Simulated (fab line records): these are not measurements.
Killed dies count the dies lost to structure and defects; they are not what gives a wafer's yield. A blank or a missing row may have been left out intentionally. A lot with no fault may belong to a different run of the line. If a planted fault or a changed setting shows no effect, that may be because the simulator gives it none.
Chamber matching ; flow nand harc ; ald metal-03 running NHARC_P_CONTACT_ALD_22: 4 sister chambers
The step deposits TiN, target thk 3 nm, pulse time 1 s, ald cycles 150. 8 wafers are shown with their chamber, then 7 later ones without.

## WAFERS PAIRED WITH THEIR CHAMBERS
wafer;chamber;heater power w (W);susceptor temp C (C)
L075.3;2;1248;450.18
L077.2;1;1013;449.84
L077.5;0;1105;449.70
L085.1;2;1222;449.82
L085.5;3;1114;449.98
L085.6;0;1109;449.51
L091.1;1;1070;449.90
L091.4;3;1089;449.73

## WAFERS WITH NO CHAMBER GIVEN
wafer;heater power w (W);susceptor temp C (C)
L091.6;1112;450.11
L092.4;1230;449.64
L092.5;1102;450.11
L092.6;1213;449.81
L096.2;1102;450.05
L096.4;1060;450.06
L096.6;1071;449.62

## CHAMBER TAKEN BY EACH
wafer;from the rows above;in truth
L091.6;can't be placed: 3 or 0 or 1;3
L092.4;2;2
L092.5;can't be placed: 3 or 1 or 0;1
L092.6;2;2
L096.2;can't be placed: 3 or 0 or 1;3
L096.4;can't be placed: 1 or 3 or 0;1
L096.6;can't be placed: 0 or 3 or 1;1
Placed correctly: 2 of 7. Cannot be placed on the basis of these rows: 5; the candidates contain the true chamber in 5. Wrongly placed: 0.
How it was worked out, from the rows above alone: a wafer's distance from a chamber is the root of the sum, over the readings, of the square of ((its reading less the chamber's mean) divided by the reading's scatter). The wafer belongs to the nearest chamber; if the next one is less than 2 further off, it can't be placed. The mean given for a chamber averages the wafers shown for that chamber. The scatter is the square root of a quotient: the sum, over the shown wafers, of each reading's squared deviation from its chamber's mean, divided by wafers minus chambers.
